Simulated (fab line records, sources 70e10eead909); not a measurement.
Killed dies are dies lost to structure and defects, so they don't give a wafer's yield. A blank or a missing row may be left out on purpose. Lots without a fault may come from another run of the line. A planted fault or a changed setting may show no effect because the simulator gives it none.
Which tool did it? | flow nand_harc | 6 lots, 18 wafers sampled, at 5 steps of a route of 1302

WHAT THE GAUGES READ, wafer by wafer
NHARC_END_SORT_01.
lot  | measured     | on        | killed_at_array
L484 | day 33 03:03 | prober-01 | 59 665 44

WHICH TOOL RAN EACH LOT (tool, then ch and the chambers of the sampled wafers, then the start)
lot  | NHARC_A_STAIRCASE_DESCUM_11        | NHARC_A_STAIRCASE_ETCH_19                     | NHARC_A_STAIRCASE_ETCH_23          | NHARC_A_STAIRCASE_ETCH_25
L463 | rie_diel-06 ch 0,2,3, day 16 06:08 | rie_diel-06 ch 0,2,3, day 16 07:45 or earlier | rie_diel-01 ch 0,1,2, day 16 07:45 | rie_diel-01 ch 0,1,2, no start
L467 | rie_diel-06 ch 1,2,3, day 17 03:50 | rie_diel-06 ch 0,2,3, day 17 06:41 or earlier | rie_diel-08 ch 0,1, day 17 06:41   | rie_diel-08 ch 0,2, no start
L470 | rie_diel-08 ch 1,2,3, day 19 04:00 | rie_diel-08 ch 0,1, day 19 05:32 or earlier   | rie_diel-06 ch 1,2, day 19 05:32   | rie_diel-06 ch 0,1,2, no start
L473 | rie_diel-06 ch 1,2,3, day 20 06:23 | rie_diel-06 ch 0,1,2, day 20 09:41 or earlier | rie_diel-08 ch 0,2,3, day 20 09:41 | rie_diel-08 ch 0,2,3, no start
L476 | rie_diel-01 ch 2,3, day 21 16:25   | rie_diel-01 ch 2,3, day 21 17:56 or earlier   | rie_diel-01 ch 2,3, day 21 17:56   | rie_diel-01 ch 0,2,3, no start
L484 | rie_diel-08 ch 1,2,3, day 24 15:34 | rie_diel-08 ch 0,2,3, day 24 17:13 or earlier | rie_diel-06 ch 1,2,3, day 24 17:13 | rie_diel-06 ch 0,1,2, day 33 03:03 or earlier
- NHARC_A_STAIRCASE_DESCUM_11: chemistry O2, time 3 s.
- NHARC_A_STAIRCASE_ETCH_19: etches the open film in C4F8/O2, target depth 100 nm, time 40.5 s.
- NHARC_A_STAIRCASE_ETCH_23: etches the open film in C4F8/O2, target depth 100 nm, time 40.5 s.
- NHARC_A_STAIRCASE_ETCH_25: etches the open film in C4F8/O2, target depth 100 nm, time 40.5 s.

THE ANSWER, worked out from the rows above alone
Rule: what is usual is taken from the lots themselves. Put in order of their means at a reading, lots are off if they are a third of the lots or fewer, leave a main group of 4 or more, and stand apart from it by a gap of 3 or more times the standard deviation of the main group's means; of several such gaps the widest counts. A main group whose means are all the same, to the digits that the tables above print for the reading, isn't used. A lot without any number at a reading at which 4 lots or more have one is off too. The other lots that the step has rows for count as sound.
No lot is off at any reading shown: from this, nothing can be told.

WHAT THE SIMULATOR HAD PUT IN
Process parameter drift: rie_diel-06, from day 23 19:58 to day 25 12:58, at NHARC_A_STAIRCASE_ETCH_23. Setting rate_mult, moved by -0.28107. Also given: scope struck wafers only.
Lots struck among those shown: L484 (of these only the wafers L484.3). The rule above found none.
